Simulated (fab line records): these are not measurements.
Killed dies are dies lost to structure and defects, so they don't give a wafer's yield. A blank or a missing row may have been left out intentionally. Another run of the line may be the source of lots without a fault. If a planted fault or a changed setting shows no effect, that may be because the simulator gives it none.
Split-lot trial    flow n5_finfet    21 wafers read from 7 lots, route of 1938 steps

## ABOUT THE SPLIT
At N5_BEOL_M11_COAT_59 (time 60 s, resist thk 100 nm), the setting spin_rpm was moved away from the recipe's 1500 rpm on 8 of the 21 wafers read, by -10.2% to +10.6%. The other wafers ran this setting at the recipe's value.

## FROM THE SPLIT TO THE READING: what the file shows between them, 7 steps
- N5_BEOL_M11_COAT_60: time 60 s, resist thk 30 nm
- N5_BEOL_M11_COAT_05: resist thk 90 nm
- N5_BEOL_M11_DESCUM_16: chemistry O2, time 7.9 s
- N5_BEOL_M11_ETCH_61: etches SiARC in CF4, target depth 39 nm, time 65 s
- N5_BEOL_M11_ETCH_62: etches SOC in N2/H2, target depth 110 nm, overetch 22 nm, time 165 s
- N5_BEOL_M11_STRIP_68: strips in N2/H2
- N5_BEOL_M11_STRIP_67: strips in CF4

## THE READING
SOC_of_BEOL_M11_COAT_59.thk_nm (the simulator's own value, which no gauge read), in nm, at N5_BEOL_M11_HM_OPEN_17 (chemistry Cl2/BCl3, target TiN, target depth 20 nm, overetch 6 nm). There is no usual value for it anywhere in the file. Here, 13 wafers ran the recipe; their average is 92.0 nm with a standard deviation of 0.18 nm.

wafer   tool, chamber at the split  spin_rpm as run, rpm  against the recipe  SOC_of_BEOL_M11_COAT_59.thk_nm, nm  against lot-mates on the recipe
L075.2  litho_track-03, 0           1500                  recipe              92                                  -
L075.4  litho_track-03, 0           1500                  recipe              92                                  -
L075.5  litho_track-03, 0           1500                  recipe              92.2                                -
L078.1  litho_track-03, 0           1409                  -6.1%               94.6                                no lot-mate on the recipe
L078.3  litho_track-03, 0           1409                  -6.1%               94.4                                no lot-mate on the recipe
L078.5  litho_track-03, 0           1409                  -6.1%               95.8                                no lot-mate on the recipe
L081.2  litho_track-03, 0           1500                  recipe              92                                  -
L081.5  litho_track-03, 0           1500                  recipe              91.8                                -
L081.6  litho_track-03, 0           1659                  +10.6%              88                                  -3.9
L077.4  litho_track-03, 0           1409                  -6.1%               95                                  +3.0
L077.5  litho_track-03, 0           1409                  -6.1%               95.4                                +3.4
L077.6  litho_track-03, 0           1500                  recipe              92                                  -
L082.1  litho_track-03, 0           1347                  -10.2%              97.8                                +5.4
L082.4  litho_track-03, 0           1347                  -10.2%              98.2                                +5.8
L082.5  litho_track-03, 0           1500                  recipe              92.4                                -
L084.2  litho_track-02, 0           1500                  recipe              91.8                                -
L084.3  litho_track-02, 0           1500                  recipe              92                                  -
L084.6  litho_track-02, 0           1500                  recipe              92                                  -
L086.1  litho_track-03, 0           1500                  recipe              92.4                                -
L086.2  litho_track-03, 0           1500                  recipe              92                                  -
L086.3  litho_track-03, 0           1500                  recipe              92                                  -

FIT RESULTS
A straight line over all 21 wafers: SOC_of_BEOL_M11_COAT_59.thk_nm changes by -0.495 nm for each +1% of spin_rpm; r = -0.98; the points scatter about the line by 0.48 nm.
The same after taking each lot's own level away (the mean of its wafers on the recipe; 18 wafers): -0.484 nm for each +1%; r = -0.99; scatter 0.38 nm.
According to that fit, moving spin_rpm by its largest amount changes the reading by 5.1 nm.
Across the lots, their own levels run from 91.90 to 92.40 nm, a range of 2.8 times the standard deviation given above.
The two slopes agree, so the slope changes little with the lot-to-lot level.
Check: for one of the wafers moved furthest among these (+10.6%), held out of the fit, the line's prediction against its lot-mates is -5.77 nm. Against them it came out at -3.9 nm.

## THESE WAFERS: OTHER SPLITS
Before the reading, these wafers also passed through other splits. Each is held against what the fit with the lots' levels taken away leaves over:
other split on the same wafers  wafers away from the commonest value  r with SOC_of_BEOL_M11_COAT_59.thk_nm (lot level and that fit taken away)
N5_BEOL_M5_COAT_71 spin_rpm     10                                    -0.14
N5_BEOL_M5_COAT_05 spin_rpm     6                                     +0.29
N5_BEOL_M5_ETCH_41 source_w     12                                    -0.13
N5_BEOL_M6_COAT_22 spin_rpm     6                                     +0.38
N5_BEOL_M8_PECVD_70 temp_c      10                                    +0.01
N5_BEOL_M11_PECVD_70 time_s     5                                     -0.12

## THE WHOLE CHAIN: every reading that the file lists as answering this split, in the file's order
step                    what it does                                                          reading                                                                          change (the file's fit)                r (the file's)
N5_BEOL_M11_COAT_59     time 60 s, resist thk 100 nm                                          SOC_of_BEOL_M11_COAT_59.thk_nm (the simulator's own value, which no gauge read)  -0.497 nm for each +1% of the setting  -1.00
N5_BEOL_M11_ETCH_62     etches SOC in N2/H2, target depth 110 nm, overetch 22 nm, time 165 s  etch.depth_nm (the simulator's own value, which no gauge read)                   -0.498 nm for each +1% of the setting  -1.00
N5_BEOL_M11_HM_OPEN_17  chemistry Cl2/BCl3, target TiN, target depth 20 nm, overetch 6 nm     SOC_of_BEOL_M11_COAT_59.thk_nm (the simulator's own value, which no gauge read)  -0.466 nm for each +1% of the setting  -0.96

## THE FILE'S OWN FIT
SOC_of_BEOL_M11_COAT_59.thk_nm changes by -0.466 nm for each +1% of spin_rpm, r = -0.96.
